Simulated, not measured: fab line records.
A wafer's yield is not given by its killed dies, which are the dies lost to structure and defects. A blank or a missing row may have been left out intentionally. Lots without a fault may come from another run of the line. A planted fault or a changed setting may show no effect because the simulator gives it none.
Matching of chambers || flow nand_harc || 4 sister chambers for NHARC_A_BLC_STRIP_29 on rie_diel-07
The step strips in CF4. 4 wafers are shown with their chamber, then 11 later ones without.

## WAFERS PAIRED WITH THEIR CHAMBERS
{"wafer": "L085.6", "chamber": 2, "drypump_motor_current_A (A)": 5.6}
{"wafer": "L091.1", "chamber": 1, "drypump_motor_current_A (A)": 6.4}
{"wafer": "L091.6", "chamber": 0, "drypump_motor_current_A (A)": 5.4}
{"wafer": "L090.1", "chamber": 3, "drypump_motor_current_A (A)": 5.3}

## WAFERS MISSING THEIR CHAMBER
{"wafer": "L090.3", "drypump_motor_current_A (A)": 5.7}
{"wafer": "L090.5", "drypump_motor_current_A (A)": 5.3}
{"wafer": "L093.1", "drypump_motor_current_A (A)": 5.3}
{"wafer": "L093.4", "drypump_motor_current_A (A)": 6.4}
{"wafer": "L093.6", "drypump_motor_current_A (A)": 6.4}
{"wafer": "L095.1", "drypump_motor_current_A (A)": 5.2}
{"wafer": "L095.4", "drypump_motor_current_A (A)": 5.4}
{"wafer": "L095.5", "drypump_motor_current_A (A)": 5.2}
{"wafer": "L097.2", "drypump_motor_current_A (A)": 5.3}
{"wafer": "L097.4", "drypump_motor_current_A (A)": 5.6}
{"wafer": "L097.5", "drypump_motor_current_A (A)": 5.3}

## CHAMBER TAKEN BY EACH
{"wafer": "L090.3", "from the rows above": 2, "in truth": 2}
{"wafer": "L090.5", "from the rows above": "can't be placed: 3 or 0", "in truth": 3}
{"wafer": "L093.1", "from the rows above": "can't be placed: 3 or 0", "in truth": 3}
{"wafer": "L093.4", "from the rows above": 1, "in truth": 1}
{"wafer": "L093.6", "from the rows above": 1, "in truth": 1}
{"wafer": "L095.1", "from the rows above": "can't be placed: 3 or 0", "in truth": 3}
{"wafer": "L095.4", "from the rows above": "can't be placed: 0 or 3", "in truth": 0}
{"wafer": "L095.5", "from the rows above": "can't be placed: 3 or 0", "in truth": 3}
{"wafer": "L097.2", "from the rows above": "can't be placed: 3 or 0", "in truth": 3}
{"wafer": "L097.4", "from the rows above": 2, "in truth": 2}
{"wafer": "L097.5", "from the rows above": "can't be placed: 3 or 0", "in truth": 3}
Correct placement for 4 of the 11. Unplaceable from these rows: 7, with the true chamber sitting among the candidates in 7. Wrongly placed: 0.
How it was worked out, from the rows above alone: a wafer's distance from a chamber is the root of the sum, over the readings, of the square of ((its reading less the chamber's mean) divided by the reading's scatter). The wafer belongs to the nearest chamber; if the next one is less than 2 further off, it can't be placed. Each chamber's mean is taken over the wafers shown for it. The scatter: with one shown wafer a chamber, the root of the mean of the squares of how far each hidden wafer lies from its nearest shown one.
